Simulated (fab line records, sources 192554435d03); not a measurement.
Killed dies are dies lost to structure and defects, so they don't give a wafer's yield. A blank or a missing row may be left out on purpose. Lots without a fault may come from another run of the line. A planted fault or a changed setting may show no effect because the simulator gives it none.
fab line records | flow n5_finfet
record lots=23 wafers=69 last_day=18
route steps=1938 shown BEOL_M4@1072 BEOL_M5@1116
lots that met no fault: from a run of the same line without faults
start_h: hours from the record's first day to the start of the lot's first wafer shown | wait_h: hours since the lot's step before | " the same as in the row above | L1.1+2: a row that stands for several wafers | - no value, or no start given | * or withheld: withheld | < > ~ a bound
route shown NAME@n: a module of which the file shows steps, and the number in the route of the first | usual: mean/standard deviation of fault-free wafers | same: alike in all rows | chamber/n: place in a boat | sites: the reading at each site | _std_site: their standard deviation | _edge_site: outer sites' mean less inner sites' | radius_mm: how far each site lies from the wafer's centre | mask NAME#n: copy n | behind: the tool/chamber that last shaped the wafer | hold: why the lot was held/for how many hours/how that ended | device: the transistor (n, p or np) that didn't switch | end of line: the same wafers' tests at the end of the route | a step without rows: its recipe alone | killed: dies lost to structure and defects at the first sort, not the wafer's yield | map: a wafer's dies, x killed, . not, _ none there
set.NAME: the setting as run; set.NAME@STEP: as run at that earlier step | model.NAME: the simulator's own value behind a step, which no gauge read
steps of the route over a sample of lots; a table a step, a row a wafer
services: from which hour (start_h, from the record's first day; less than 0 if before it) a tool's chamber was out of use, for how many hours, and why
## steps
# step N5_BEOL_M4_STRIP_97
# recipe chemistry=N2/H2 time_s=10 power_w=450 temp_c=40 pressure_mtorr=20 rf_frequency_hz=6e+07 bias_power_w=7 n2_flow_sccm=200 h2_flow_sccm=200
# usual drypump_motor_current_A=5.9/0.45 oes_product_au=0.77/0.069 rf_vpp_V=59.2/0.97 showerhead_plenum_p_Torr=2.54/0.056 throttle_valve_pct=23.64/0.29
# columns lot.wafer tool chamber start_h wait_h drypump_motor_current_A oes_product_au rf_hours_counter_h rf_vpp_V showerhead_plenum_p_Torr throttle_valve_pct
L074.1 rie_diel-04 0 - - 5.3 0.71 202 60.1 2.52 23.61
L074.3 " 2 " " 5.9 0.80 93 60.3 2.56 23.39
L074.4 " 1 " " 5.6 0.82 80 58.6 2.57 23.88
L075.2 rie_diel-01 1 - - 6.2 0.85 70 61.8 2.58 23.98
L075.5 " 3 " " 6.7 0.70 - 58.7 2.60 23.56
L075.6 " 2 " " 5.6 0.78 - 59.1 2.46 24.01
L077.1 rie_diel-02 3 - - 5.2 0.71 195 59.2 2.51 23.28
L077.4 " 2 " " 6.7 0.75 175 58.8 2.63 24.01
L077.5 " 3 " " 5.2 0.71 - 57.9 2.51 23.29
L076.1 rie_diel-01 0 - - 5.9 0.75 170 59.9 2.43 23.73
L076.2 " 3 " " 6.7 0.70 229 60.2 2.59 23.55
L076.4 " 2 " " 5.6 0.77 106 59.5 2.46 23.99
L078.3 rie_diel-04 1 - - 5.6 0.81 - 58.4 2.57 23.88
L078.4 " 2 " " 5.9 0.78 - 58.0 2.55 23.40
L078.5 " 1 " " 5.6 0.81 - 58.8 2.57 23.90
L079.1 rie_diel-02 2 - - 6.6 0.74 177 60.6 2.63 24.01
L079.3 " 3 " " 5.2 0.71 198 58.5 2.51 23.29
L079.4 " 1 " " 5.8 0.77 157 59.2 2.52 23.46
L080.2 rie_diel-02 0 - - 6.2 0.89 28 58.6 2.59 23.31
L080.5 " 1 " " 5.8 0.76 - 59.8 2.52 23.43
L080.6 " 2 " " 6.7 0.75 - 59.3 2.63 24.01
L081.1 rie_diel-04 3 - - 5.6 1.01 1 57.9 2.59 23.32
L081.3 " 0 " " 5.3 0.70 214 59.5 2.52 23.62
L081.4 " 1 " " 5.5 0.80 100 59.5 2.56 23.91
L082.2 rie_diel-02 1 - - 5.8 0.76 165 59.6 2.51 23.46
L082.4 " 3 " " 5.2 0.70 207 58.7 2.51 23.31
L082.5 " 2 " " 6.6 0.74 - 59.7 2.63 24.04
L083.1 rie_diel-02 0 - - 6.2 0.88 38 59.7 2.59 23.32
L083.4 " 3 " " 5.2 0.71 210 58.8 2.51 23.30
L083.5 " 2 " " 6.7 0.75 - 60.3 2.63 24.03
L084.1 rie_diel-01 1 - - 6.1 0.82 93 58.0 2.57 24.03
L084.5 " 0 " " 5.9 0.72 - 59.9 2.42 23.74
L084.6 " 1 " " 6.2 0.82 - 59.9 2.57 24.02
L085.2 rie_diel-04 0 - - 5.3 0.68 225 59.4 2.51 23.64
L085.3 " 3 " " 5.6 0.94 12 59.3 2.58 23.32
L085.4 " 1 " " 5.6 0.79 112 60.9 2.56 23.91
L086.1 rie_diel-02 1 - - 5.8 0.74 174 59.3 2.51 23.48
L086.3 " 0 " " 6.2 0.86 45 59.5 2.58 23.33
L086.5 " 0 " " 6.2 0.85 - 58.6 2.58 23.33
L088.1 rie_diel-01 2 - - 5.6 0.75 136 57.8 2.45 24.04
L088.2 " 1 " " 6.2 0.82 101 59.4 2.57 24.02
L088.5 " 2 " " 5.6 0.75 - 59.0 2.45 24.05
L087.1 rie_diel-04 2 - - 6.0 0.77 127 59.3 2.55 23.44
L087.5 " 1 " " 5.5 0.80 - 59.0 2.56 23.92
L087.6 " 0 " " 5.3 0.69 - 59.2 2.51 23.62
L089.1 rie_diel-01 0 - - 5.9 0.72 201 57.8 2.42 23.79
L089.4 " 0 " " 5.9 0.72 - 59.2 2.42 23.77
L089.5 " 2 " " 5.6 0.75 - 61.1 2.45 24.05
L090.2 rie_diel-02 1 - - 5.8 0.75 182 59.6 2.51 23.48
L090.3 " 0 " " 6.2 0.85 52 60.2 2.58 23.34
L090.5 " 0 " " 6.2 0.86 - 60.4 2.58 23.34
L092.2 rie_diel-04 1 - - 5.5 0.78 125 57.3 2.55 23.92
L092.4 " 0 " " 5.3 0.68 238 58.6 2.51 23.63
L092.5 " 0 " " 5.3 0.68 - 60.4 2.51 23.64
L093.3 rie_diel-02 0 - - 6.2 0.85 56 60.3 2.58 23.34
L093.5 " 0 " " 6.2 0.85 - 61.3 2.58 23.34
L093.6 " 3 " " 5.2 0.69 - 59.1 2.50 23.33
L094.2 rie_diel-02 3 - - 5.2 0.68 231 58.4 2.50 23.34
L094.3 " 0 " " 6.1 0.84 61 58.9 2.58 23.35
L094.5 " 3 " " 5.2 0.69 - 57.7 2.50 23.33
L095.1 rie_diel-02 0 - - 6.1 0.84 64 58.8 2.58 23.37
L095.4 " 2 " " 6.6 0.72 212 58.9 2.62 24.05
L095.6 " 1 " " 5.8 0.74 - 59.4 2.50 23.47
L097.3 rie_diel-01 2 - - 5.6 0.73 153 58.5 2.44 24.07
L097.5 " 2 " " 5.6 0.73 - 59.4 2.44 24.06
L097.6 " 3 " " 6.7 0.98 - 58.4 2.58 23.32
L091.3 rie_diel-04 1 - - 5.5 0.76 142 58.3 2.54 23.95
L091.4 " 3 " " 5.6 0.90 - 59.4 2.57 23.37
L091.5 " 2 " " 6.0 0.74 - 58.5 2.53 23.46
# step N5_BEOL_M4_ANNEAL_95
# recipe temp_c=400 time_s=240 ambient=vacuum
# usual heater_power_w=809/88
# columns lot.wafer tool chamber start_h wait_h heater_power_w
L074.1 pvd_sputter-03 - 174.01 0.0 684
L074.3 " - " " 754
L074.4 " - " " 826
L075.2 pvd_sputter-01 - 174.12 0.0 946
L075.5 " - " " 714
L075.6 " - " " 805
L077.1 pvd_sputter-01 - 179.66 0.0 970
L077.4 " - " " 733
L077.5 " - " " 804
L076.1 pvd_sputter-03 - 184.78 0.0 676
L076.2 " - " " 778
L076.4 " - " " 853
L078.3 pvd_sputter-01 - 199.52 0.0 798
L078.4 " - " " 745
L078.5 " - " " 940
L079.1 pvd_sputter-02 - 201.58 0.0 767
L079.3 " - " " 771
L079.4 " - " " 1049
L080.2 pvd_sputter-02 - 208.94 0.0 780
L080.5 " - " " 772
L080.6 " - " " 761
L081.1 pvd_sputter-01 - 213.83 0.0 778
L081.3 " - " " 948
L081.4 " - " " 781
L082.2 pvd_sputter-01 - 225.78 0.0 728
L082.4 " - " " 775
L082.5 " - " " 746
L083.1 pvd_sputter-01 - 232.28 0.0 739
L083.4 " - " " 765
L083.5 " - " " 730
L084.1 pvd_sputter-03 - 233.62 0.0 825
L084.5 " - " " 837
L084.6 " - " " 816
L085.2 pvd_sputter-01 - 244.81 0.0 756
L085.3 " - " " 942
L085.4 " - " " 781
L086.1 pvd_sputter-02 - 249.52 0.0 753
L086.3 " - " " 764
L086.5 " - " " 742
L088.1 pvd_sputter-02 - 252.52 0.0 768
L088.2 " - " " 760
L088.5 " - " " 759
L087.1 pvd_sputter-01 - 254.31 0.0 796
L087.5 " - " " 962
L087.6 " - " " 793
L089.1 pvd_sputter-01 - 257.89 0.0 957
L089.4 " - " " 781
L089.5 " - " " 707
L090.2 pvd_sputter-03 - 273.40 0.0 838
L090.3 " - " " 686
L090.5 " - " " 819
L092.2 pvd_sputter-03 - 279.55 0.0 767
L092.4 " - " " 834
L092.5 " - " " 830
L093.3 pvd_sputter-03 - 282.82 0.0 762
L093.5 " - " " 782
L093.6 " - " " 815
L094.2 pvd_sputter-03 - 293.79 0.0 837
L094.3 " - " " 774
L094.5 " - " " 708
L095.1 pvd_sputter-01 - 299.50 0.0 785
L095.4 " - " " 767
L095.6 " - " " 790
L097.3 pvd_sputter-01 - 308.79 0.0 936
L097.5 " - " " 939
L097.6 " - " " 750
L091.3 pvd_sputter-01 - 318.60 0.0 770
L091.4 " - " " 960
L091.5 " - " " 768
# step N5_BEOL_M4_INSPECT_59
# recipe inspect_instrument=darkfield mode=post_dep
# usual raw_defect_count=79/27
# columns lot.wafer tool chamber start_h wait_h raw_defect_count
L074.1 defect_inspect-01 - 175.22 0.0 60
L074.3 " - " " 82
L074.4 " - " " 71
L075.2 defect_inspect-01 - 175.34 0.0 80
L075.5 " - " " 47
L075.6 " - " " 50
L077.1 defect_inspect-01 - 180.87 0.0 99
L077.4 " - " " 77
L077.5 " - " " 89
L076.1 defect_inspect-01 - 186.01 0.0 129
L076.2 " - " " 71
L076.4 " - " " 82
L078.3 defect_inspect-02 - 200.73 0.0 58
L078.4 " - " " 36
L078.5 " - " " 46
L079.1 defect_inspect-02 - 202.82 0.0 63
L079.3 " - " " 101
L079.4 " - " " 107
L080.2 defect_inspect-01 - 210.15 0.0 77
L080.5 " - " " 103
L080.6 " - " " 73
L081.1 defect_inspect-01 - 215.07 0.0 51
L081.3 " - " " 106
L081.4 " - " " 106
L082.2 defect_inspect-01 - 227.98 0.0 56
L082.4 " - " " 123
L082.5 " - " " 84
L083.1 defect_inspect-02 - 233.49 0.0 78
L083.4 " - " " 70
L083.5 " - " " 141
L084.1 defect_inspect-01 - 234.93 0.0 77
L084.5 " - " " 56
L084.6 " - " " 81
L085.2 defect_inspect-02 - 246.03 0.0 42
L085.3 " - " " 36
L085.4 " - " " 42
L086.1 defect_inspect-02 - 250.74 0.0 88
L086.3 " - " " 102
L086.5 " - " " 71
L088.1 defect_inspect-02 - 253.81 0.0 58
L088.2 " - " " 71
L088.5 " - " " 47
L087.1 defect_inspect-02 - 255.52 0.0 105
L087.5 " - " " 118
L087.6 " - " " 133
L089.1 defect_inspect-01 - 259.64 0.0 84
L089.4 " - " " 57
L089.5 " - " " 42
L090.2 defect_inspect-02 - 274.61 0.0 55
L090.3 " - " " 110
L090.5 " - " " 82
L092.2 defect_inspect-02 - 280.82 0.0 84
L092.4 " - " " 63
L092.5 " - " " 83
L093.3 defect_inspect-02 - 284.11 0.0 121
L093.5 " - " " 123
L093.6 " - " " 94
L094.2 defect_inspect-02 - 295.01 0.0 70
L094.3 " - " " 89
L094.5 " - " " 49
L095.1 defect_inspect-02 - 300.72 0.0 60
L095.4 " - " " 77
L095.6 " - " " 45
L097.3 defect_inspect-02 - 310.01 0.0 85
L097.5 " - " " 160
L097.6 " - " " 78
L091.3 defect_inspect-01 - 320.13 0.0 85
L091.4 " - " " 95
L091.5 " - " " 84
# step N5_BEOL_M5_HM_DEP_02
# recipe material=TiN target_thk_a=200 temp_c=25 chamber_pressure_pa=0.49996
# usual substrate_temp_c=24.99/0.1 throttle_valve_pct=30.0/0.94
# columns lot.wafer tool chamber start_h wait_h substrate_temp_c throttle_valve_pct
L074.1 pvd_sputter-03 - 178.35 1.5 24.98 31.1
L074.3 " - " " 24.96 28.8
L074.4 " - " " 25.04 30.8
L075.2 pvd_sputter-03 - 178.45 1.5 24.88 29.2
L075.5 " - " " 25.00 31.0
L075.6 " - " " 25.10 29.3
L077.1 pvd_sputter-01 - 183.04 0.6 24.71 30.8
L077.4 " - " " 25.12 29.3
L077.5 " - " " 24.85 30.1
L076.1 pvd_sputter-01 - 189.31 1.7 25.04 29.4
L076.2 " - " " 24.98 30.7
L076.4 " - " " 24.90 30.1
L078.3 pvd_sputter-02 - 202.66 0.3 24.98 29.6
L078.4 " - " " 24.84 30.3
L078.5 " - " " 24.85 28.9
L079.1 pvd_sputter-01 - 205.59 1.1 24.92 31.5
L079.3 " - " " 25.13 29.8
L079.4 " - " " 24.94 29.6
L080.2 pvd_sputter-01 - 214.05 2.3 24.99 30.5
L080.5 " - " " 25.13 30.7
L080.6 " - " " 25.04 29.5
L081.1 pvd_sputter-02 - 217.75 1.1 25.02 29.2
L081.3 " - " " 25.08 30.2
L081.4 " - " " 24.91 29.5
L082.2 pvd_sputter-03 - 229.64 0.0 25.10 31.1
L082.4 " - " " 24.94 28.4
L082.5 " - " " 25.01 31.5
L083.1 pvd_sputter-01 - 235.52 0.4 25.07 29.9
L083.4 " - " " 25.07 30.8
L083.5 " - " " 25.05 31.8
L084.1 pvd_sputter-02 - 238.72 2.2 24.89 29.2
L084.5 " - " " 24.94 29.2
L084.6 " - " " 25.20 29.8
L085.2 pvd_sputter-01 - 249.85 2.2 24.87 31.4
L085.3 " - " " 24.96 29.3
L085.4 " - " " 24.93 29.7
L086.1 pvd_sputter-03 - 254.11 1.7 25.15 28.9
L086.3 " - " " 25.07 28.4
L086.5 " - " " 24.92 28.6
L088.1 pvd_sputter-03 - 257.33 1.9 24.89 28.5
L088.2 " - " " 25.08 31.1
L088.5 " - " " 25.14 30.6
L087.1 pvd_sputter-01 - 258.31 1.2 24.88 30.5
L087.5 " - " " 24.98 30.3
L087.6 " - " " 24.99 29.5
L089.1 pvd_sputter-01 - 261.97 0.7 24.94 30.6
L089.4 " - " " 25.01 29.8
L089.5 " - " " 24.89 30.4
L090.2 pvd_sputter-02 - 276.86 0.6 24.90 30.0
L090.3 " - " " 24.99 29.1
L090.5 " - " " 25.11 29.1
L092.2 pvd_sputter-03 - 283.48 0.5 24.94 29.2
L092.4 " - " " 25.09 31.3
L092.5 " - " " 25.00 30.9
L093.3 pvd_sputter-01 - 286.12 0.4 25.00 30.3
L093.5 " - " " 24.88 31.8
L093.6 " - " " 24.96 29.8
L094.2 pvd_sputter-03 - 297.17 0.5 24.98 28.7
L094.3 " - " " 24.92 31.0
L094.5 " - " " 25.16 29.3
L095.1 pvd_sputter-03 - 303.35 1.0 24.90 28.4
L095.4 " - " " 24.97 30.8
L095.6 " - " " 24.99 28.7
L097.3 pvd_sputter-01 - 313.12 1.5 25.22 31.9
L097.5 " - " " 24.95 29.8
L097.6 " - " " 25.30 32.0
L091.3 pvd_sputter-01 - 323.12 0.9 25.18 30.4
L091.4 " - " " 24.95 29.5
L091.5 " - " " 24.91 30.7
# step N5_BEOL_M5_ETCH_67
# recipe chemistry=CF4 target=SiARC target_depth_a=156 mask_material=CAR-EUV time_s=26 ion_energy_ev=80 pressure_mtorr=40 source_w=545 bias_w=36 Ar_flow_sccm=100 cf4_flow_sccm=100 ends=cleared
# usual drypump_motor_current_A=5.8/0.45 etch_rf_on_time_s=26.1/0.64 oes_product_au=0.69/0.075 rf_fwd_power_W=532.1/2.1 rf_vpp_V=184.5/1.3 showerhead_plenum_p_Torr=2.17/0.071 throttle_valve_pct=15.71/0.19
# columns lot.wafer tool chamber start_h wait_h drypump_motor_current_A etch_rf_on_time_s oes_product_au rf_fwd_power_W rf_hours_counter_h rf_vpp_V showerhead_plenum_p_Torr throttle_valve_pct
L074.1 rie_diel-06 3 182.95 0.0 5.9 26.9 0.70 537.6 81 183.3 2.09 15.66
L074.3 " 2 " " 5.4 25.3 0.61 529.7 240 181.1 2.03 15.88
L074.4 " 0 " " 5.8 26.5 0.58 531.2 244 184.8 2.20 16.20
L075.2 rie_diel-05 2 183.62 0.0 5.0 25.0 0.76 532.0 43 182.4 2.10 15.67
L075.5 " 0 " " 6.8 25.9 0.71 535.4 - 185.3 2.25 15.45
L075.6 " 2 " " 5.0 24.8 0.76 532.0 - 184.2 2.10 15.65
L077.1 rie_diel-06 3 188.60 0.0 5.9 27.1 0.70 533.7 84 181.5 2.09 15.66
L077.4 " 2 " " 5.4 25.6 0.61 531.8 243 185.2 2.03 15.88
L077.5 " 0 " " 5.8 26.7 0.59 530.4 - 184.5 2.20 16.19
L076.1 rie_diel-05 0 193.95 0.0 6.8 26.2 0.70 530.9 104 185.6 2.25 15.45
L076.2 " 3 " " 5.1 25.5 0.84 532.2 1 187.1 2.28 15.42
L076.4 " 2 " " 5.1 25.4 0.75 529.3 - 181.8 2.09 15.67
L078.3 rie_diel-05 1 204.34 0.0 5.4 25.5 0.66 529.8 144 182.8 2.04 15.55
L078.4 " 3 " " 5.1 25.2 0.82 532.5 4 185.5 2.28 15.44
L078.5 " 2 " " 5.0 25.0 0.74 533.4 - 182.7 2.09 15.68
L079.1 rie_diel-03 3 207.34 0.0 5.6 26.5 0.61 531.9 187 182.6 2.14 15.81
L079.3 " 0 " " 5.9 26.3 0.69 531.2 98 184.9 2.16 15.64
L079.4 " 1 " " 6.1 26.6 0.63 531.0 171 184.2 2.14 15.68
L080.2 rie_diel-05 1 215.73 0.0 5.4 25.7 0.65 531.4 147 182.3 2.04 15.52
L080.5 " 0 " " 6.8 26.2 0.69 530.5 - 186.1 2.25 15.48
L080.6 " 1 " " 5.4 25.8 0.65 534.6 - 183.2 2.04 15.54
L081.1 rie_diel-05 3 219.30 0.0 5.1 25.6 0.80 527.6 8 183.8 2.27 15.44
L081.3 " 2 " " 5.1 25.1 0.74 529.1 55 183.5 2.09 15.69
L081.4 " 0 " " 6.8 26.1 0.69 536.3 112 184.8 2.25 15.48
L082.2 rie_diel-06 3 232.49 0.0 5.9 27.3 0.69 533.6 100 183.3 2.08 15.70
L082.4 " 1 " " 6.4 26.3 0.64 538.6 172 185.5 2.21 15.95
L082.5 " 0 " " 5.8 26.5 0.80 529.9 - 184.9 2.19 15.74
L083.1 rie_diel-05 0 238.78 0.0 6.8 26.4 0.68 530.8 118 185.1 2.24 15.52
L083.4 " 1 " " 5.4 26.2 0.64 531.6 155 184.0 2.04 15.56
L083.5 " 0 " " 6.8 26.3 0.69 530.9 - 186.9 2.24 15.51
L084.1 rie_diel-03 1 240.77 0.0 6.1 26.4 0.62 530.9 182 183.1 2.14 15.71
L084.5 " 0 " " 5.9 25.7 0.68 531.5 - 184.2 2.16 15.69
L084.6 " 1 " " 6.1 26.4 0.63 531.2 - 184.6 2.14 15.70
L085.2 rie_diel-06 3 253.30 0.0 5.9 26.9 0.68 532.9 106 184.2 2.08 15.71
L085.3 " 2 " " 5.4 24.5 0.85 531.8 2 187.5 2.28 15.38
L085.4 " 0 " " 5.8 26.1 0.79 532.2 13 184.9 2.19 15.74
L086.1 rie_diel-03 0 257.70 0.0 5.9 25.8 0.67 532.7 114 185.6 2.16 15.68
L086.3 " 2 " " 6.1 26.9 0.59 531.8 239 185.1 2.20 15.99
L086.5 " 2 " " 6.2 26.9 0.59 531.0 - 184.3 2.20 15.97
L088.1 rie_diel-03 2 258.87 0.0 6.1 26.9 0.59 535.6 240 184.6 2.20 15.99
L088.2 " 3 " " 5.6 26.6 0.60 529.8 201 184.1 2.14 15.82
L088.5 " 1 " " 6.1 26.5 0.62 529.0 - 185.0 2.14 15.71
L087.1 rie_diel-03 0 261.15 0.0 5.9 25.9 0.67 535.0 115 184.0 2.16 15.67
L087.5 " 0 " " 5.9 26.0 0.67 531.7 - 185.0 2.16 15.69
L087.6 " 3 " " 5.7 26.3 0.61 530.8 - 184.1 2.14 15.85
L089.1 rie_diel-06 3 265.46 0.0 5.9 26.9 0.68 532.0 110 184.3 2.08 15.74
L089.4 " 0 " " 5.8 26.2 0.78 527.5 17 183.4 2.19 15.74
L089.5 " 0 " " 5.8 26.1 0.78 529.5 - 184.4 2.19 15.75
L090.2 rie_diel-06 3 280.11 0.0 5.9 26.7 0.69 534.5 115 183.7 2.08 15.74
L090.3 " 2 " " 5.4 24.9 0.81 532.8 11 186.9 2.28 15.41
L090.5 " 1 " " 6.4 26.4 0.63 532.8 - 185.6 2.21 15.98
L092.2 rie_diel-06 1 287.20 0.0 6.4 26.4 0.63 532.2 192 184.5 2.20 16.00
L092.4 " 3 " " 5.9 26.8 0.68 532.4 118 182.9 2.07 15.74
L092.5 " 2 " " 5.5 24.8 0.81 532.3 - 184.7 2.28 15.41
L093.3 rie_diel-06 3 290.30 0.0 5.9 27.0 0.68 534.9 120 183.3 2.07 15.73
L093.5 " 0 " " 5.8 26.1 0.76 532.0 - 184.2 2.19 15.75
L093.6 " 1 " " 6.3 26.6 0.62 534.7 - 186.6 2.20 15.99
L094.2 rie_diel-03 1 299.95 0.0 6.1 26.2 0.61 532.6 197 182.7 2.13 15.73
L094.3 " 0 " " 5.9 25.9 0.67 531.4 124 185.4 2.16 15.70
L094.5 " 1 " " 6.1 26.5 0.62 530.9 - 185.0 2.13 15.72
L095.1 rie_diel-03 0 307.86 0.0 5.9 26.3 0.65 529.7 129 185.2 2.15 15.73
L095.4 " 0 " " 5.9 26.3 0.66 528.6 - 183.9 2.15 15.71
L095.6 " 1 " " 6.1 26.5 0.60 530.3 - 184.9 2.13 15.75
L097.3 rie_diel-06 3 316.97 0.0 5.9 27.2 0.66 535.2 129 182.7 2.07 15.77
L097.5 " 0 " " 5.8 26.3 0.74 533.1 - 184.3 2.18 15.79
L097.6 " 1 " " 6.3 26.6 0.61 538.3 - 184.9 2.20 16.01
L091.3 rie_diel-03 1 326.70 0.0 6.1 26.5 0.60 530.0 211 183.6 2.13 15.77
L091.4 " 3 " " 5.6 26.3 0.60 531.2 225 186.1 2.13 15.86
L091.5 " 2 " " 6.1 25.6 0.84 532.3 - 184.0 2.20 15.54
# step N5_BEOL_M5_ETCH_68
# recipe chemistry=N2/H2 target=SOC target_depth_a=800 overetch_a=160 mask_material=SiARC temp_c=40 time_s=120 ion_energy_ev=200 pressure_mtorr=30 source_w=840 bias_w=150 n2_flow_sccm=200 h2_flow_sccm=200
# usual drypump_motor_current_A=5.9/0.46 oes_product_au=0.61/0.062 rf_fwd_power_W=835.7/2.6 rf_vpp_V=524.8/2.5 showerhead_plenum_p_Torr=2.57/0.089 throttle_valve_pct=17.93/0.25
# columns lot.wafer tool chamber start_h wait_h drypump_motor_current_A oes_product_au rf_fwd_power_W rf_hours_counter_h rf_vpp_V showerhead_plenum_p_Torr throttle_valve_pct
L074.1 rie_diel-06 3 182.98 0.0 5.9 0.64 838.5 81 521.4 2.48 17.85
L074.3 " 2 " " 5.4 0.55 828.8 240 520.3 2.39 18.03
L074.4 " 0 " " 5.8 0.53 834.9 244 525.9 2.61 18.32
L075.2 rie_diel-05 2 183.65 0.0 5.1 0.67 835.0 43 522.8 2.50 18.06
L075.5 " 0 " " 6.8 0.63 835.1 - 527.1 2.67 17.61
L075.6 " 2 " " 5.1 0.66 837.2 - 522.8 2.50 18.05
L077.1 rie_diel-06 3 188.63 0.0 5.9 0.65 835.0 84 522.4 2.48 17.87
L077.4 " 2 " " 5.4 0.54 835.2 243 520.1 2.39 18.03
L077.5 " 0 " " 5.8 0.53 833.4 - 525.8 2.60 18.34
L076.1 rie_diel-05 0 193.98 0.0 6.8 0.63 837.5 104 527.1 2.66 17.63
L076.2 " 3 " " 5.1 0.74 835.1 1 526.9 2.72 17.73
L076.4 " 2 " " 5.0 0.66 840.5 - 523.3 2.49 18.08
L078.3 rie_diel-05 1 204.37 0.0 5.4 0.58 835.0 144 520.4 2.43 17.70
L078.4 " 3 " " 5.1 0.73 833.3 4 528.5 2.72 17.72
L078.5 " 2 " " 5.1 0.66 833.5 - 523.1 2.49 18.10
L079.1 rie_diel-03 3 207.37 0.0 5.6 0.55 840.8 187 523.0 2.52 17.85
L079.3 " 0 " " 5.9 0.61 832.7 98 524.9 2.57 17.92
L079.4 " 1 " " 6.1 0.57 837.4 171 523.7 2.53 17.84
L080.2 rie_diel-05 1 215.75 0.0 5.4 0.59 832.9 147 520.0 2.43 17.70
L080.5 " 0 " " 6.8 0.63 834.5 - 528.0 2.66 17.64
L080.6 " 1 " " 5.4 0.58 830.9 - 520.8 2.43 17.69
L081.1 rie_diel-05 3 219.33 0.0 5.1 0.72 836.2 8 528.7 2.72 17.72
L081.3 " 2 " " 5.1 0.65 831.7 55 522.4 2.49 18.09
L081.4 " 0 " " 6.8 0.62 839.7 112 528.0 2.66 17.64
L082.2 rie_diel-06 3 232.52 0.0 5.9 0.63 838.5 100 521.4 2.47 17.89
L082.4 " 1 " " 6.3 0.57 837.1 172 527.1 2.66 18.43
L082.5 " 0 " " 5.8 0.72 838.2 - 525.4 2.60 17.91
L083.1 rie_diel-05 0 238.81 0.0 6.8 0.62 834.6 118 527.4 2.66 17.65
L083.4 " 1 " " 5.4 0.58 830.8 155 522.3 2.42 17.70
L083.5 " 0 " " 6.8 0.61 835.9 - 529.8 2.66 17.64
L084.1 rie_diel-03 1 240.80 0.0 6.1 0.56 830.6 182 523.9 2.52 17.87
L084.5 " 0 " " 5.9 0.60 836.5 - 524.1 2.57 17.93
L084.6 " 1 " " 6.1 0.57 832.1 - 523.7 2.52 17.84
L085.2 rie_diel-06 3 253.33 0.0 5.9 0.62 835.4 106 521.4 2.47 17.91
L085.3 " 2 " " 5.4 0.73 834.5 2 528.4 2.70 17.56
L085.4 " 0 " " 5.8 0.70 838.1 13 525.3 2.60 17.92
L086.1 rie_diel-03 0 257.73 0.0 5.9 0.60 837.7 114 525.8 2.57 17.94
L086.3 " 2 " " 6.1 0.55 831.6 239 526.5 2.61 18.09
L086.5 " 2 " " 6.1 0.54 829.7 - 525.7 2.61 18.09
L088.1 rie_diel-03 2 258.90 0.0 6.1 0.54 832.5 240 525.7 2.61 18.09
L088.2 " 3 " " 5.6 0.55 838.3 201 524.2 2.52 17.89
L088.5 " 1 " " 6.1 0.56 834.6 - 524.1 2.52 17.88
L087.1 rie_diel-03 0 261.18 0.0 5.9 0.60 835.9 115 523.5 2.57 17.95
L087.5 " 0 " " 5.9 0.60 837.6 - 526.5 2.57 17.94
L087.6 " 3 " " 5.7 0.55 834.1 - 524.9 2.52 17.89
L089.1 rie_diel-06 3 265.49 0.0 5.9 0.62 834.2 110 522.9 2.47 17.90
L089.4 " 0 " " 5.8 0.69 834.2 17 526.3 2.60 17.91
L089.5 " 0 " " 5.8 0.69 834.6 - 526.9 2.60 17.94
L090.2 rie_diel-06 3 280.14 0.0 5.9 0.62 836.8 115 520.3 2.47 17.94
L090.3 " 2 " " 5.4 0.71 833.3 11 528.6 2.70 17.58
L090.5 " 1 " " 6.4 0.57 837.3 - 525.9 2.65 18.46
L092.2 rie_diel-06 1 287.23 0.0 6.3 0.56 836.8 192 528.3 2.65 18.49
L092.4 " 3 " " 5.9 0.61 838.7 118 522.3 2.46 17.93
L092.5 " 2 " " 5.4 0.70 833.7 - 528.7 2.70 17.60
L093.3 rie_diel-06 3 290.33 0.0 5.9 0.61 834.1 120 521.3 2.46 17.92
L093.5 " 0 " " 5.8 0.68 834.9 - 526.8 2.59 17.94
L093.6 " 1 " " 6.4 0.56 837.5 - 526.3 2.65 18.48
L094.2 rie_diel-03 1 299.97 0.0 6.1 0.55 839.4 197 524.0 2.52 17.87
L094.3 " 0 " " 5.9 0.59 836.7 124 526.0 2.56 17.94
L094.5 " 1 " " 6.1 0.55 838.8 - 523.6 2.52 17.89
L095.1 rie_diel-03 0 307.89 0.0 5.9 0.59 838.7 129 523.4 2.56 17.98
L095.4 " 0 " " 5.9 0.60 839.7 - 523.3 2.56 17.96
L095.6 " 1 " " 6.1 0.55 836.5 - 521.5 2.51 17.87
L097.3 rie_diel-06 3 317.00 0.0 5.9 0.61 835.8 129 521.0 2.46 17.96
L097.5 " 0 " " 5.8 0.67 835.9 - 525.5 2.59 17.95
L097.6 " 1 " " 6.4 0.56 837.6 - 525.4 2.65 18.52
L091.3 rie_diel-03 1 326.73 0.0 6.1 0.54 832.9 211 523.9 2.51 17.90
L091.4 " 3 " " 5.7 0.54 839.6 225 522.6 2.51 17.91
L091.5 " 2 " " 6.1 0.75 834.6 - 525.5 2.61 17.71
## services
# columns tool chamber start_h hours kind
rie_diel-04 3 149.90 3.7 repair
rie_diel-03 1 156.24 7.0 repair
rie_diel-03 2 158.64 5.7 repair
rie_diel-02 2 165.11 1.6 repair
rie_diel-02 1 169.68 5.5 repair
rie_diel-06 1 171.06 6.3 repair
rie_diel-02 - 176.27 14.6 pm
rie_diel-05 1 185.48 11.0 repair
rie_diel-04 0 192.97 14.7 repair
rie_diel-06 0 198.60 - clean
rie_diel-06 0 198.60 - consumable_replace:focus_ring
rie_diel-03 3 202.61 2.6 repair
pvd_sputter-02 - 205.02 2.0 repair
rie_diel-06 - 230.51 0.5 repair
rie_diel-06 2 237.70 13.5 repair
rie_diel-01 3 242.29 6.0 repair
pvd_sputter-01 - 246.25 3.0 repair
rie_diel-01 1 269.22 5.2 repair
rie_diel-01 - 280.26 14.6 pm
rie_diel-05 3 311.98 18.2 repair
rie_diel-01 1 315.35 8.1 repair
rie_diel-02 1 318.16 4.5 repair
rie_diel-02 3 322.29 6.9 repair
rie_diel-05 2 324.13 30.9 repair
## key
fault none
